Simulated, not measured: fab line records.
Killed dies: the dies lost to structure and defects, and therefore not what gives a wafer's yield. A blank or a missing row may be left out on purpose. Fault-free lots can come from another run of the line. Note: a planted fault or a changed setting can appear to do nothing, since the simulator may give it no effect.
Which tool did it? / flow n5-finfet / route of 1938 steps, sampled at 1 step: 12 lots, 34 wafers

== WHAT THE GAUGES READ, wafer by wafer ==
N5_BEOL_M1_THK_MEAS_01.
lot=L956; measured=day 6 04:04; on=film-metro-02; M1_ILD_THK (nm)=79.1 79.7 79.6
lot=L955; measured=day 6 06:11; on=film-metro-01; M1_ILD_THK (nm)=79.0 79.4 79.8
lot=L957; measured=day 6 07:36; on=film-metro-02; M1_ILD_THK (nm)=78.8 78.2 79.8
lot=L958; measured=day 6 20:20; on=film-metro-02; M1_ILD_THK (nm)=78.0 79.2 79.4
lot=L964; measured=day 8 06:36; on=film-metro-02; M1_ILD_THK (nm)=78.4 79.1 80.2
lot=L966; measured=day 8 23:54; on=film-metro-01; M1_ILD_THK (nm)=77.8 78.3 80.2
lot=L967; measured=day 9 06:53; on=film-metro-01; M1_ILD_THK (nm)=80.1
lot=L970; measured=day 9 16:06; on=film-metro-02; M1_ILD_THK (nm)=78.6 79.9 80.9
lot=L974; measured=day 11 09:10; on=film-metro-01; M1_ILD_THK (nm)=77.0 79.7 78.6
lot=L975; measured=day 11 14:28; on=film-metro-02; M1_ILD_THK (nm)=78.7 77.9 78.8
lot=L977; measured=day 11 17:22; on=film-metro-02; M1_ILD_THK (nm)=78.7 80.5 79.4
lot=L978; measured=day 11 18:22; on=film-metro-02; M1_ILD_THK (nm)=77.7 77.4 78.4

== WHAT TOOL EACH LOT RAN ON (gives the tool, then ch and the chambers of the sampled wafers, and finally the start) ==
Before these readings, the record contains no process step.

== WHAT THE TOOLS THEMSELVES READ (means of the sampled wafers that have a number; where no wafer has one, the mark that the record gives instead) ==
The record holds no such reading with a usual standard deviation.

== THE ANSWER, worked out from the rows above alone ==
Rule: the usual values come from the lots themselves. Put in order of their means at a reading, lots are off if they are a third of the lots or fewer, leave a main group of 4 or more, and stand apart from it by a gap of 3 or more times the standard deviation of the main group's means; of several such gaps the widest counts. A main group whose means are all the same, to the digits that the tables above print for the reading, isn't used. A lot without any number at a reading at which 4 lots or more have one is off too. Any other lot the step has rows for is counted as sound. After the gauges, taken in route order, come the tools' own readings; for these a lot's mean is taken, as printed above. At the first step where some lot is off, the reading lying furthest off is the one used; lots without a number count as furthest.
None of the lots is off at any reading shown; this tells nothing.

== WHAT HAD BEEN PUT IN BY THE SIMULATOR ==
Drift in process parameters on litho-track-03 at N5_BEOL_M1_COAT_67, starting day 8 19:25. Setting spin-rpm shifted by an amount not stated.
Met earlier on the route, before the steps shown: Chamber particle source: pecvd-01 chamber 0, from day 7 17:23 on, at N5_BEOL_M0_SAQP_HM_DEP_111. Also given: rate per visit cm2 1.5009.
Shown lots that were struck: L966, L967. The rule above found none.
